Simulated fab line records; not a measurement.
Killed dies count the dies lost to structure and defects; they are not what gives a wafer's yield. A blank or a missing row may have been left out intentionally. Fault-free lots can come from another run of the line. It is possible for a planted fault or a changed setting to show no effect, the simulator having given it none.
Chamber matching	flow nand-harc	pecvd-03 running NHARC_A_M0_PRE_CLEAN_31: 3 sister chambers
The step time 12 s. 16 wafers are shown with their chamber, then 8 later ones without.

== WAFERS, EACH WITH ITS CHAMBER ==
wafer	chamber	heater-power-w (W)	susceptor-temp-C (C)
L075.2	0	606	369.83
L075.5	0	630	369.73
L075.6	1	652	369.70
L078.2	2	711	369.91
L078.5	0	637	369.96
L078.6	2	678	370.20
L080.1	0	588	369.86
L080.2	2	592	369.99
L080.6	2	601	369.98
L081.2	1	642	370.06
L081.3	2	706	370.22
L081.5	2	697	369.86
L082.1	2	644	370.09
L082.4	2	649	370.10
L082.5	1	703	369.80
L088.1	1	721	369.88

SIGNATURES (averages over the wafers above)
reading	chamber 0	chamber 1	chamber 2	scatter within a chamber
heater-power-w	615.25	679.50	659.75	40
susceptor-temp-C	369.8450	369.8600	370.0437	0.129
Rule: for each reading, subtract the chamber's mean from the wafer's reading, divide by that reading's scatter and square the result; add these up over the readings and take the root, which gives the wafer's distance from the chamber. If the next closest chamber is less than 2 further off than the closest, the wafer can't be placed; otherwise it belongs to the closest. How the scatter is found: for the shown wafers, subtract from each reading the mean of its chamber, square and add these, divide the total by (wafers less chambers), then take the root.

== WAFERS WITHOUT THEIR CHAMBER ==
wafer	heater-power-w (W)	susceptor-temp-C (C)
L088.2	644	370.06
L088.3	662	369.99
L089.1	654	369.88
L089.3	635	369.65
L089.5	652	370.32
L091.2	669	370.09
L091.5	653	369.93
L091.6	634	370.20

== CHAMBER TAKEN BY EACH ==
wafer	from the rows above	in truth
L088.2	can't be placed: 2 or 1 or 0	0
L088.3	can't be placed: 2 or 1 or 0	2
L089.1	can't be placed: 1 or 0 or 2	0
L089.3	can't be placed: 0 or 1 or 2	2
L089.5	can't be placed: 2 or 1 or 0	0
L091.2	can't be placed: 2 or 1 or 0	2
L091.5	can't be placed: 1 or 2 or 0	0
L091.6	can't be placed: 2 or 0 or 1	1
0 of 8 placed correctly. From these rows, 8 cannot be placed; in 8 the true chamber is one of the candidates. Number placed wrongly: 0.
